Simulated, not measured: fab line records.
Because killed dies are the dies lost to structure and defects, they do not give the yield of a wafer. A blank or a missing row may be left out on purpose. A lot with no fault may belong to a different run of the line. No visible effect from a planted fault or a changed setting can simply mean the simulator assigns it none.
Matching of chambers / flow n5_finfet / N5_DUMMY_GATE_ETCH_42 on rie_diel-04 has 4 sister chambers
The step etches SiO2 in CHF3/O2, target depth 3.5 nm, time 31 s. 14 wafers are shown with their chamber, then 7 later ones without.

## EACH WAFER AND ITS CHAMBER
wafer=L733.1; chamber=0; drypump_motor_current_A (A)=6.3; showerhead_plenum_p_Torr (Torr)=2.32; throttle_valve_pct (%)=19.14
wafer=L733.3; chamber=3; drypump_motor_current_A (A)=6.0; showerhead_plenum_p_Torr (Torr)=2.52; throttle_valve_pct (%)=18.78
wafer=L733.5; chamber=0; drypump_motor_current_A (A)=6.3; showerhead_plenum_p_Torr (Torr)=2.32; throttle_valve_pct (%)=19.14
wafer=L735.1; chamber=2; drypump_motor_current_A (A)=5.4; showerhead_plenum_p_Torr (Torr)=2.42; throttle_valve_pct (%)=18.71
wafer=L735.3; chamber=0; drypump_motor_current_A (A)=6.3; showerhead_plenum_p_Torr (Torr)=2.32; throttle_valve_pct (%)=19.15
wafer=L735.5; chamber=1; drypump_motor_current_A (A)=6.0; showerhead_plenum_p_Torr (Torr)=2.52; throttle_valve_pct (%)=18.79
wafer=L741.2; chamber=3; drypump_motor_current_A (A)=6.0; showerhead_plenum_p_Torr (Torr)=2.52; throttle_valve_pct (%)=18.80
wafer=L741.3; chamber=0; drypump_motor_current_A (A)=6.3; showerhead_plenum_p_Torr (Torr)=2.31; throttle_valve_pct (%)=19.17
wafer=L741.6; chamber=1; drypump_motor_current_A (A)=6.0; showerhead_plenum_p_Torr (Torr)=2.51; throttle_valve_pct (%)=18.81
wafer=L742.1; chamber=0; drypump_motor_current_A (A)=6.3; showerhead_plenum_p_Torr (Torr)=2.31; throttle_valve_pct (%)=19.19
wafer=L742.5; chamber=3; drypump_motor_current_A (A)=5.9; showerhead_plenum_p_Torr (Torr)=2.52; throttle_valve_pct (%)=18.81
wafer=L742.6; chamber=2; drypump_motor_current_A (A)=5.4; showerhead_plenum_p_Torr (Torr)=2.41; throttle_valve_pct (%)=18.76
wafer=L743.2; chamber=2; drypump_motor_current_A (A)=5.4; showerhead_plenum_p_Torr (Torr)=2.41; throttle_valve_pct (%)=18.76
wafer=L743.3; chamber=1; drypump_motor_current_A (A)=6.0; showerhead_plenum_p_Torr (Torr)=2.51; throttle_valve_pct (%)=18.81

SIGNATURES, as means of the wafers listed above
reading=drypump_motor_current_A; chamber 0=6.300; chamber 1=6.000; chamber 2=5.400; chamber 3=5.967; scatter within a chamber=0.0258
reading=showerhead_plenum_p_Torr; chamber 0=2.3160; chamber 1=2.5133; chamber 2=2.4133; chamber 3=2.5200; scatter within a chamber=0.00503
reading=throttle_valve_pct; chamber 0=19.1580; chamber 1=18.8033; chamber 2=18.7433; chamber 3=18.7967; scatter within a chamber=0.0207
Rule: distance of a wafer from a chamber = root of the sum over the readings of ((wafer's reading minus chamber's mean) / reading's scatter) squared. If the next closest chamber is less than 2 further off than the closest, the wafer can't be placed; otherwise it belongs to the closest. How the scatter is found: for the shown wafers, subtract from each reading the mean of its chamber, square and add these, divide the total by (wafers less chambers), then take the root.

## WAFERS WITH NO CHAMBER GIVEN
wafer=L743.4; drypump_motor_current_A (A)=6.0; showerhead_plenum_p_Torr (Torr)=2.52; throttle_valve_pct (%)=18.81
wafer=L747.1; drypump_motor_current_A (A)=6.4; showerhead_plenum_p_Torr (Torr)=2.31; throttle_valve_pct (%)=19.18
wafer=L747.2; drypump_motor_current_A (A)=6.0; showerhead_plenum_p_Torr (Torr)=2.51; throttle_valve_pct (%)=18.82
wafer=L747.3; drypump_motor_current_A (A)=5.4; showerhead_plenum_p_Torr (Torr)=2.41; throttle_valve_pct (%)=18.78
wafer=L753.1; drypump_motor_current_A (A)=5.4; showerhead_plenum_p_Torr (Torr)=2.41; throttle_valve_pct (%)=18.78
wafer=L753.2; drypump_motor_current_A (A)=6.0; showerhead_plenum_p_Torr (Torr)=2.50; throttle_valve_pct (%)=18.85
wafer=L753.4; drypump_motor_current_A (A)=6.3; showerhead_plenum_p_Torr (Torr)=2.31; throttle_valve_pct (%)=19.20

## THE CHAMBER EACH PASSED THROUGH
wafer=L743.4; from the rows above=can't be placed: 1 or 3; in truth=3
wafer=L747.1; from the rows above=0; in truth=0
wafer=L747.2; from the rows above=can't be placed: 1 or 3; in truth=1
wafer=L747.3; from the rows above=2; in truth=2
wafer=L753.1; from the rows above=2; in truth=2
wafer=L753.2; from the rows above=can't be placed: 1 or 3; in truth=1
wafer=L753.4; from the rows above=0; in truth=0
Correctly placed: 4 of 7. Not placeable from these rows: 3 (in 3, the candidates include the true chamber). Wrongly placed: 0.
